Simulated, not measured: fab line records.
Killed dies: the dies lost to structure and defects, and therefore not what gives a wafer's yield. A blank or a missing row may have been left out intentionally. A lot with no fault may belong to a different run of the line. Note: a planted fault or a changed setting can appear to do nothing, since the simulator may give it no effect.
Code-filled problem report in 8D (eight disciplines) form | flow nand harc | the parts of the form that need people (team, actions taken, sign-off) are left out

== 1. WHAT IS WRONG ==
NHARC_END_SORT_01, killed at array: mean 144 on 2 wafers (1 lot); fault-free wafers 51, standard deviation 17. Relative to the usual mean, that is a shift of +5.5 standard deviations.
First seen on wafer L956.2, day 30 14:46, on prober-02. The record holds 3 wafers of 1 lot with a number at this step. Rule for "out", or "out of limits": more than 4 standard deviations from the usual mean. The rest of the wafers with a number are treated as sound.

== 2. WHAT IT IS, AND WHAT IT ISN'T ==
question                    | is                           | is not
which readings at this step | killed at array, killed dies | killed at other, killed at periphery, killed open, killed short
which lots                  | L956                         | -
which wafers of those lots  | L956.2, L956.4               | L956.3
read on which gauges        | prober-02                    | -
when                        | from day 30 14:46            | up to then (0 sound wafers); but 1 sound wafer of L956 came after

== 3. THE SUSPECTS, EACH WITH WHAT RULES IT OUT ==
Counting: any tool at a process step up to the reading remains a suspect provided it ran every lot that is out. Sound lots after the first of them don't rule it out here, since some wafers of a struck lot are sound.
- the gauge at NHARC_END_SORT_01: kept. All the wafers that are out were read on prober-02, and no step on other tools shows them out.
- pecvd-04 at NHARC_A_STAIRCASE_DEP_417 (deposits Si3N4, target thk 60 nm): kept. It ran the lot that is out, L956 (day 22 21:16).
- pecvd-02 at NHARC_THIN_TSV_DEP_43 (deposits SiO2, target thk 1328.5 nm): kept. It ran the lot that is out, L956 (day 29 18:59).
- rie diel-12 at NHARC_THIN_TSV_ETCHBACK_48 (etches the open film in C4F8/Ar, target depth 1028.5 nm, time 405.17 s): kept. It ran the lot that is out, L956 (day 29 22:09).
- Within pecvd-04 at NHARC_A_STAIRCASE_DEP_417: the wafers that are out ran in chamber 1; their sound lot-mates ran in chamber 0.
- Within pecvd-02 at NHARC_THIN_TSV_DEP_43: the wafers that are out ran in chamber 2; their sound lot-mates ran in chamber 0.
- Within rie diel-12 at NHARC_THIN_TSV_ETCHBACK_48: the wafers that are out ran in chambers 0, 1; their sound lot-mates ran in chamber 3.
Left after counting: pecvd-04 at NHARC_A_STAIRCASE_DEP_417, pecvd-02 at NHARC_THIN_TSV_DEP_43, rie diel-12 at NHARC_THIN_TSV_ETCHBACK_48, prober-02 at NHARC_END_SORT_01.

== 4. THE CAUSE (what the simulator had put in) ==
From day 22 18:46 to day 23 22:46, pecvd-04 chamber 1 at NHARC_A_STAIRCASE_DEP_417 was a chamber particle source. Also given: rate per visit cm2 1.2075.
This tool is one of the 4 suspects left after counting.

== 5. THE CHAIN OF EFFECTS, in route order ==
Each row: a reading where the mean over the struck wafers with a number is more than 3 standard deviations away from the usual. Only readings whose record carries a usual standard deviation are examined. hours: median over the lots of the time between each lot's start at the first step of this table that gives one and its start at this step. sigmas: the change, counted in usual standard deviations.
hours | step              | reading         | usual | on struck wafers | change | sigmas
0     | NHARC_END_SORT_01 | killed at array | 51    | 144              | +94    | +5.5
0     | NHARC_END_SORT_01 | killed dies     | 56    | 147              | +91    | +5.4

== 6. HOW IT WOULD HAVE BEEN CAUGHT EARLIER ==
In this record the first reading out of limits at a measuring or inspecting step was taken at day 30 14:46, 188 hours after the fault began at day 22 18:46.
Of the tool readings at NHARC_A_STAIRCASE_DEP_417 for which the record gives a usual standard deviation, none was out on any struck wafer, so an alarm limit of 4 standard deviations on them would not have fired.
Lots out: 1; all had begun NHARC_A_STAIRCASE_DEP_417 on pecvd-04 by day 30 14:46. Had the tool been put on hold then, not one of them would have been saved.
